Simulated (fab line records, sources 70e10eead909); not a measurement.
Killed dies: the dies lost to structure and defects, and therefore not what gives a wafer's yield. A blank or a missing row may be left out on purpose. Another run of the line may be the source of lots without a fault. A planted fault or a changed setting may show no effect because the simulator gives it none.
Struck lot and sound lot, side by side / flow nand_harc / 13 out of 1302 route steps
Sound: these wafers, L611.1, L611.4, L611.5. The struck wafers were L616.1, L616.2, L616.4. Last of all comes the cause.
Each step with rows lists, per side, the tool, then ch with its chambers, then its first start. Under that, the readings that differ: sound wafers / struck wafers / difference of the means / sigmas: that difference in standard deviations of wafers without a fault.
alike: readings with means less than 2 such deviations apart, plus words and numbers identical on both sides. not compared: withheld readings, readings lacking a value on some wafer, bounds such as >300 that could conceal the same value, and numbers that have no deviation in the record and whose values overlap.
The two part at a step that has a row with sigmas, a row that says differs or no value, or rows on one side only. Non-overlapping numbers with no deviation appear without sigmas and do not part them. Lack of a reading on every wafer of one side parts them only where that side has two or more wafers.

NHARC_P_GATE_RTA_82: time 30 s.
  sound on rtp_anneal-02 ch 0, day 7 22:04; struck on rtp_anneal-02 ch 0, day 9 19:08
  alike: lamp_power_pct, lamp_zone_2_pct, lamp_zone_3_pct, wafer_temp_C_max
NHARC_P_GATE_INSPECT_68:
  sound on defect_inspect-02, day 7 22:16; struck on defect_inspect-01, day 9 19:20
  alike: raw_defect_count
NHARC_P_CONTACT_DEP_30: deposits SiNx, target thk 30 nm.
  sound on pecvd-04 ch 0,2, day 7 22:22; struck on pecvd-04 ch 0,1, day 9 19:26
  alike: heater_power_w
NHARC_P_CONTACT_DEP_00: deposits SiO2, target thk 500 nm.
  sound: pecvd-04 ch 0,2; struck: pecvd-04 ch 0,1
  alike: heater_power_w, throttle_valve_pct
NHARC_P_CONTACT_CMP_01: polishes SiO2, target thk 200 nm.
  sound on cmp-01 ch 1,2, day 7 23:04; struck on cmp-01 ch 1,2,3, day 9 20:07
  alike: motor_current_A
then, 6 steps without rows for these wafers: NHARC_P_CONTACT_SRD_03; NHARC_P_CONTACT_DEHYDRATE_04 (time 120 s); NHARC_P_CONTACT_HMDS_05 (time 30 s); NHARC_P_CONTACT_COAT_33 (time 75 s); NHARC_P_CONTACT_COAT_34 (time 65 s); NHARC_P_CONTACT_COAT_06 (resist thk 90 nm).
NHARC_P_CONTACT_SOFTBAKE_07: time 55 s.
  sound on litho_track-04 ch 0, day 7 23:00; struck on litho_track-01 ch 0, day 9 20:00
reading=heater_power_total_W (W); sound=188.40 188.45 188.34; struck=222.85 222.37 222.61; difference=+34.21; sigmas=+99 or more
next, for these wafers, 1 step has no rows: NHARC_P_CONTACT_EBR_08.

== WHERE THEY PART ==
Within this record, at NHARC_P_CONTACT_SOFTBAKE_07 only.

WHY: whatever the simulator had introduced
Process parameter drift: litho_track-01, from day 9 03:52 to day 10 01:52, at NHARC_P_CONTACT_SOFTBAKE_07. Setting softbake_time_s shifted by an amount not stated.
